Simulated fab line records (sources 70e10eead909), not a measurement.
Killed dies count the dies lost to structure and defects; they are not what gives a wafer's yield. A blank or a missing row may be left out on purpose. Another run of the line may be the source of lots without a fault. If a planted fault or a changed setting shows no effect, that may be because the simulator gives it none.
Which tool was responsible? || flow nand_harc || 12 lots, 36 wafers sampled, at 4 steps of a route of 1302

== WHAT THE GAUGES READ, wafer by wafer ==
No reading from a measuring or inspecting step in the record can be judged against a usual standard deviation.

== TOOL THAT RAN EACH LOT (tool first, then ch and the chambers of the sampled wafers, then the start) ==
{"lot": "L731", "NHARC_A_CHANNEL_HOLE_D2_STRIP_28": "rie_diel-05 ch 1,2,3, day 13 22:46 or earlier", "NHARC_A_CHANNEL_HOLE_D2_XSEM_32": "xsem-01 ch 0, day 13 22:46", "NHARC_A_CHANNEL_FILL_D2_ALD_25": "ald_hk-02 ch 2,3, day 15 11:32", "NHARC_A_CHANNEL_FILL_D2_ETCHBACK_08": "rie_diel-07 ch 1,2, no start"}
{"lot": "L734", "NHARC_A_CHANNEL_HOLE_D2_STRIP_28": "rie_diel-08 ch 1,3, day 14 14:15 or earlier", "NHARC_A_CHANNEL_HOLE_D2_XSEM_32": "xsem-02 ch 0, day 14 14:15", "NHARC_A_CHANNEL_FILL_D2_ALD_25": "ald_hk-01 ch 0,1,3, day 16 05:13", "NHARC_A_CHANNEL_FILL_D2_ETCHBACK_08": "rie_diel-03 ch 0,2, no start"}
{"lot": "L735", "NHARC_A_CHANNEL_HOLE_D2_STRIP_28": "rie_diel-08 ch 1,2, day 15 07:48 or earlier", "NHARC_A_CHANNEL_HOLE_D2_XSEM_32": "xsem-01 ch 0, day 15 07:48", "NHARC_A_CHANNEL_FILL_D2_ALD_25": "ald_hk-04 ch 0,2,3, day 17 00:56", "NHARC_A_CHANNEL_FILL_D2_ETCHBACK_08": "rie_diel-13 ch 0,1, no start"}
{"lot": "L736", "NHARC_A_CHANNEL_HOLE_D2_STRIP_28": "rie_diel-05 ch 1,3, day 15 13:55 or earlier", "NHARC_A_CHANNEL_HOLE_D2_XSEM_32": "xsem-02 ch 0, day 15 13:55", "NHARC_A_CHANNEL_FILL_D2_ALD_25": "ald_hk-01 ch 1,2, day 17 00:20", "NHARC_A_CHANNEL_FILL_D2_ETCHBACK_08": "rie_diel-03 ch 0,1, no start"}
{"lot": "L737", "NHARC_A_CHANNEL_HOLE_D2_STRIP_28": "rie_diel-12 ch 1,3, day 16 13:10 or earlier", "NHARC_A_CHANNEL_HOLE_D2_XSEM_32": "xsem-01 ch 0, day 16 13:10", "NHARC_A_CHANNEL_FILL_D2_ALD_25": "ald_hk-01 ch 0,1,3, day 18 01:55", "NHARC_A_CHANNEL_FILL_D2_ETCHBACK_08": "rie_diel-03 ch 0,2,3, no start"}
{"lot": "L739", "NHARC_A_CHANNEL_HOLE_D2_STRIP_28": "rie_diel-05 ch 0,2,3, day 17 01:29 or earlier", "NHARC_A_CHANNEL_HOLE_D2_XSEM_32": "xsem-02 ch 0, day 17 01:29", "NHARC_A_CHANNEL_FILL_D2_ALD_25": "ald_hk-02 ch 1,2, day 18 16:37", "NHARC_A_CHANNEL_FILL_D2_ETCHBACK_08": "rie_diel-03 ch 2,3, no start"}
{"lot": "L740", "NHARC_A_CHANNEL_HOLE_D2_STRIP_28": "rie_diel-08 ch 1,2,3, day 17 23:31 or earlier", "NHARC_A_CHANNEL_HOLE_D2_XSEM_32": "xsem-02 ch 0, day 17 23:31", "NHARC_A_CHANNEL_FILL_D2_ALD_25": "ald_hk-02 ch 0,1, day 19 12:53", "NHARC_A_CHANNEL_FILL_D2_ETCHBACK_08": "rie_diel-03 ch 0,1,2, no start"}
{"lot": "L742", "NHARC_A_CHANNEL_HOLE_D2_STRIP_28": "rie_diel-08 ch 0,1,3, day 18 03:40 or earlier", "NHARC_A_CHANNEL_HOLE_D2_XSEM_32": "xsem-02 ch 0, day 18 03:40", "NHARC_A_CHANNEL_FILL_D2_ALD_25": "ald_hk-02 ch 0,1,2, day 19 17:49", "NHARC_A_CHANNEL_FILL_D2_ETCHBACK_08": "rie_diel-03 ch 0,3, no start"}
{"lot": "L747", "NHARC_A_CHANNEL_HOLE_D2_STRIP_28": "rie_diel-08 ch 0,2,3, day 20 19:47 or earlier", "NHARC_A_CHANNEL_HOLE_D2_XSEM_32": "xsem-01 ch 0, day 20 19:47", "NHARC_A_CHANNEL_FILL_D2_ALD_25": "ald_hk-04 ch 0,1,2, day 22 11:01", "NHARC_A_CHANNEL_FILL_D2_ETCHBACK_08": "rie_diel-13 ch 0,1,2, no start"}
{"lot": "L748", "NHARC_A_CHANNEL_HOLE_D2_STRIP_28": "rie_diel-05 ch 0,1,3, day 20 20:13 or earlier", "NHARC_A_CHANNEL_HOLE_D2_XSEM_32": "xsem-02 ch 0, day 20 20:13", "NHARC_A_CHANNEL_FILL_D2_ALD_25": "ald_hk-01 ch 0,1,2, day 22 10:23", "NHARC_A_CHANNEL_FILL_D2_ETCHBACK_08": "rie_diel-03 ch 1,2,3, no start"}
{"lot": "L752", "NHARC_A_CHANNEL_HOLE_D2_STRIP_28": "rie_diel-08 ch 0,3, day 22 09:26 or earlier", "NHARC_A_CHANNEL_HOLE_D2_XSEM_32": "xsem-02 ch 0, day 22 09:26", "NHARC_A_CHANNEL_FILL_D2_ALD_25": "ald_hk-01 ch 0,1,2, day 23 23:22", "NHARC_A_CHANNEL_FILL_D2_ETCHBACK_08": "rie_diel-03 ch 2,3, no start"}
{"lot": "L753", "NHARC_A_CHANNEL_HOLE_D2_STRIP_28": "rie_diel-12 ch 0,1,3, day 23 04:43 or earlier", "NHARC_A_CHANNEL_HOLE_D2_XSEM_32": "xsem-01 ch 0, day 23 04:43", "NHARC_A_CHANNEL_FILL_D2_ALD_25": "ald_hk-02 ch 1,2,3, day 24 17:55", "NHARC_A_CHANNEL_FILL_D2_ETCHBACK_08": "rie_diel-07 ch 1,2, no start"}
- NHARC_A_CHANNEL_HOLE_D2_STRIP_28: strips in O2.
- NHARC_A_CHANNEL_HOLE_D2_XSEM_32
- NHARC_A_CHANNEL_FILL_D2_ALD_25: deposits SiOx, target thk 60 nm, pulse time 10 s, ald cycles 600.
- NHARC_A_CHANNEL_FILL_D2_ETCHBACK_08: etches the open film in C4F8, target depth 220 nm, time 110 s.

== AS READ BY THE TOOLS THEMSELVES (means over the sampled wafers that have a number; for cases with no such wafer, the mark the record gives instead) ==
NHARC_A_CHANNEL_HOLE_D2_STRIP_28. Usual: drypump_motor_current_A 5.8 A, standard deviation 0.44; oes_product_au 1.000 a.u., standard deviation 0.0076; rf_vpp_V 57.8 V, standard deviation 0.85; showerhead_plenum_p_Torr 3.54 Torr, standard deviation 0.13; throttle_valve_pct 17.036 %, standard deviation 0.0093.
{"lot": "L731", "tool": "rie_diel-05", "drypump_motor_current_A (A)": 6.0, "oes_product_au (a.u.)": 1.000, "rf_vpp_V (V)": 57.6, "showerhead_plenum_p_Torr (Torr)": 3.62, "throttle_valve_pct (%)": 17.041, "flag": ""}
{"lot": "L734", "tool": "rie_diel-08", "drypump_motor_current_A (A)": 6.0, "oes_product_au (a.u.)": 0.994, "rf_vpp_V (V)": 57.9, "showerhead_plenum_p_Torr (Torr)": 3.48, "throttle_valve_pct (%)": 17.037, "flag": ""}
{"lot": "L735", "tool": "rie_diel-08", "drypump_motor_current_A (A)": 6.2, "oes_product_au (a.u.)": 1.006, "rf_vpp_V (V)": 57.6, "showerhead_plenum_p_Torr (Torr)": 3.58, "throttle_valve_pct (%)": 17.036, "flag": ""}
{"lot": "L736", "tool": "rie_diel-05", "drypump_motor_current_A (A)": 6.3, "oes_product_au (a.u.)": 1.006, "rf_vpp_V (V)": 58.7, "showerhead_plenum_p_Torr (Torr)": 3.71, "throttle_valve_pct (%)": 17.038, "flag": ""}
{"lot": "L737", "tool": "rie_diel-12", "drypump_motor_current_A (A)": 5.6, "oes_product_au (a.u.)": 0.990, "rf_vpp_V (V)": 58.3, "showerhead_plenum_p_Torr (Torr)": 3.63, "throttle_valve_pct (%)": 17.040, "flag": ""}
{"lot": "L739", "tool": "rie_diel-05", "drypump_motor_current_A (A)": 5.9, "oes_product_au (a.u.)": 0.996, "rf_vpp_V (V)": 57.2, "showerhead_plenum_p_Torr (Torr)": 3.49, "throttle_valve_pct (%)": 17.039, "flag": ""}
{"lot": "L740", "tool": "rie_diel-08", "drypump_motor_current_A (A)": 5.9, "oes_product_au (a.u.)": 0.989, "rf_vpp_V (V)": 58.1, "showerhead_plenum_p_Torr (Torr)": 3.54, "throttle_valve_pct (%)": 17.040, "flag": ""}
{"lot": "L742", "tool": "rie_diel-08", "drypump_motor_current_A (A)": 5.6, "oes_product_au (a.u.)": 1.000, "rf_vpp_V (V)": 58.2, "showerhead_plenum_p_Torr (Torr)": 3.52, "throttle_valve_pct (%)": 17.034, "flag": ""}
{"lot": "L747", "tool": "rie_diel-08", "drypump_motor_current_A (A)": 5.5, "oes_product_au (a.u.)": 1.001, "rf_vpp_V (V)": 57.7, "showerhead_plenum_p_Torr (Torr)": 3.58, "throttle_valve_pct (%)": 17.036, "flag": ""}
{"lot": "L748", "tool": "rie_diel-05", "drypump_motor_current_A (A)": 6.2, "oes_product_au (a.u.)": 1.010, "rf_vpp_V (V)": 58.1, "showerhead_plenum_p_Torr (Torr)": 3.59, "throttle_valve_pct (%)": 17.045, "flag": ""}
{"lot": "L752", "tool": "rie_diel-08", "drypump_motor_current_A (A)": 5.3, "oes_product_au (a.u.)": 1.003, "rf_vpp_V (V)": 57.8, "showerhead_plenum_p_Torr (Torr)": 3.54, "throttle_valve_pct (%)": 17.037, "flag": ""}
{"lot": "L753", "tool": "rie_diel-12", "drypump_motor_current_A (A)": 5.7, "oes_product_au (a.u.)": 1.006, "rf_vpp_V (V)": 57.1, "showerhead_plenum_p_Torr (Torr)": 3.47, "throttle_valve_pct (%)": 17.030, "flag": ""}

NHARC_A_CHANNEL_HOLE_D2_XSEM_32. Usual: bot_cd_nm 74.3 nm, standard deviation 1.2; bow_nm 8.6 nm, standard deviation 0.31; tilt_deg 0.08 degrees, standard deviation 0.035.
{"lot": "L731", "tool": "xsem-01", "bot_cd_nm (nm)": 74.1, "bow_nm (nm)": 8.2, "tilt_deg (degrees)": 0.11, "flag": ""}
{"lot": "L734", "tool": "xsem-02", "bot_cd_nm (nm)": 74.6, "bow_nm (nm)": 8.6, "tilt_deg (degrees)": 0.08, "flag": ""}
{"lot": "L735", "tool": "xsem-01", "bot_cd_nm (nm)": 74.3, "bow_nm (nm)": 8.6, "tilt_deg (degrees)": 0.05, "flag": ""}
{"lot": "L736", "tool": "xsem-02", "bot_cd_nm (nm)": 72.7, "bow_nm (nm)": 9.4, "tilt_deg (degrees)": 0.17, "flag": ""}
{"lot": "L737", "tool": "xsem-01", "bot_cd_nm (nm)": 74.3, "bow_nm (nm)": 8.4, "tilt_deg (degrees)": 0.03, "flag": ""}
{"lot": "L739", "tool": "xsem-02", "bot_cd_nm (nm)": 74.0, "bow_nm (nm)": 8.2, "tilt_deg (degrees)": 0.10, "flag": ""}
{"lot": "L740", "tool": "xsem-02", "bot_cd_nm (nm)": 74.8, "bow_nm (nm)": 8.9, "tilt_deg (degrees)": 0.03, "flag": ""}
{"lot": "L742", "tool": "xsem-02", "bot_cd_nm (nm)": 74.4, "bow_nm (nm)": 8.8, "tilt_deg (degrees)": 0.02, "flag": ""}
{"lot": "L747", "tool": "xsem-01", "bot_cd_nm (nm)": 77.0, "bow_nm (nm)": 8.3, "tilt_deg (degrees)": 0.08, "flag": ""}
{"lot": "L748", "tool": "xsem-02", "bot_cd_nm (nm)": 74.2, "bow_nm (nm)": 8.7, "tilt_deg (degrees)": 0.13, "flag": ""}
{"lot": "L752", "tool": "xsem-02", "bot_cd_nm (nm)": 73.4, "bow_nm (nm)": 8.8, "tilt_deg (degrees)": 0.10, "flag": ""}
{"lot": "L753", "tool": "xsem-01", "bot_cd_nm (nm)": 74.0, "bow_nm (nm)": 8.6, "tilt_deg (degrees)": 0.08, "flag": ""}

NHARC_A_CHANNEL_FILL_D2_ALD_25. Usual: heater_power_w 477 W, standard deviation 45; precursor_pulse_height_rel 1.000, standard deviation 0.02.
{"lot": "L731", "tool": "ald_hk-02", "heater_power_w (W)": 484, "precursor_pulse_height_rel": 0.997, "flag": ""}
{"lot": "L734", "tool": "ald_hk-01", "heater_power_w (W)": 442, "precursor_pulse_height_rel": 0.993, "flag": ""}
{"lot": "L735", "tool": "ald_hk-04", "heater_power_w (W)": 447, "precursor_pulse_height_rel": 0.987, "flag": ""}
{"lot": "L736", "tool": "ald_hk-01", "heater_power_w (W)": 450, "precursor_pulse_height_rel": 1.024, "flag": ""}
{"lot": "L737", "tool": "ald_hk-01", "heater_power_w (W)": 445, "precursor_pulse_height_rel": 0.976, "flag": ""}
{"lot": "L739", "tool": "ald_hk-02", "heater_power_w (W)": 527, "precursor_pulse_height_rel": 1.001, "flag": ""}
{"lot": "L740", "tool": "ald_hk-02", "heater_power_w (W)": 496, "precursor_pulse_height_rel": 0.987, "flag": ""}
{"lot": "L742", "tool": "ald_hk-02", "heater_power_w (W)": 515, "precursor_pulse_height_rel": 1.006, "flag": ""}
{"lot": "L747", "tool": "ald_hk-04", "heater_power_w (W)": 500, "precursor_pulse_height_rel": 1.013, "flag": ""}
{"lot": "L748", "tool": "ald_hk-01", "heater_power_w (W)": 440, "precursor_pulse_height_rel": 1.010, "flag": ""}
{"lot": "L752", "tool": "ald_hk-01", "heater_power_w (W)": 440, "precursor_pulse_height_rel": 0.988, "flag": ""}
{"lot": "L753", "tool": "ald_hk-02", "heater_power_w (W)": 494, "precursor_pulse_height_rel": 1.009, "flag": ""}

NHARC_A_CHANNEL_FILL_D2_ETCHBACK_08. Usual: oes_product_au 0.96 a.u., standard deviation 0.037; rf_vpp_V 442.7 V, standard deviation 2.2.
{"lot": "L731", "tool": "rie_diel-07", "oes_product_au (a.u.)": 0.92, "rf_vpp_V (V)": 443.2, "flag": ""}
{"lot": "L734", "tool": "rie_diel-03", "oes_product_au (a.u.)": 0.99, "rf_vpp_V (V)": 444.9, "flag": ""}
{"lot": "L735", "tool": "rie_diel-13", "oes_product_au (a.u.)": 0.93, "rf_vpp_V (V)": 440.0, "flag": ""}
{"lot": "L736", "tool": "rie_diel-03", "oes_product_au (a.u.)": 0.96, "rf_vpp_V (V)": 442.7, "flag": ""}
{"lot": "L737", "tool": "rie_diel-03", "oes_product_au (a.u.)": 0.93, "rf_vpp_V (V)": 444.0, "flag": ""}
{"lot": "L739", "tool": "rie_diel-03", "oes_product_au (a.u.)": 0.93, "rf_vpp_V (V)": 443.0, "flag": ""}
{"lot": "L740", "tool": "rie_diel-03", "oes_product_au (a.u.)": 0.92, "rf_vpp_V (V)": 443.5, "flag": ""}
{"lot": "L742", "tool": "rie_diel-03", "oes_product_au (a.u.)": 1.00, "rf_vpp_V (V)": 443.9, "flag": ""}
{"lot": "L747", "tool": "rie_diel-13", "oes_product_au (a.u.)": 1.01, "rf_vpp_V (V)": 439.8, "flag": ""}
{"lot": "L748", "tool": "rie_diel-03", "oes_product_au (a.u.)": 0.97, "rf_vpp_V (V)": 442.6, "flag": ""}
{"lot": "L752", "tool": "rie_diel-03", "oes_product_au (a.u.)": 1.00, "rf_vpp_V (V)": 443.5, "flag": ""}
{"lot": "L753", "tool": "rie_diel-07", "oes_product_au (a.u.)": 1.01, "rf_vpp_V (V)": 442.9, "flag": ""}

== THE ANSWER, worked out from the rows above alone ==
Rule: a lot is off if the mean of its wafers that have a number lies more than 3 standard deviations from the usual mean. A lot without any number at a reading at which 4 lots or more have one is off too. Any other lot the step has rows for is counted as sound. After the gauges, taken in route order, come the tools' own readings; for these a lot's mean is taken, as printed above. The first step at which some lot is off is used, and at that step the reading that is off furthest; a lot without a number counts as furthest.
No lot is off on any of the readings shown, so nothing can be concluded from this.

== WHAT THE SIMULATOR PUT IN ==
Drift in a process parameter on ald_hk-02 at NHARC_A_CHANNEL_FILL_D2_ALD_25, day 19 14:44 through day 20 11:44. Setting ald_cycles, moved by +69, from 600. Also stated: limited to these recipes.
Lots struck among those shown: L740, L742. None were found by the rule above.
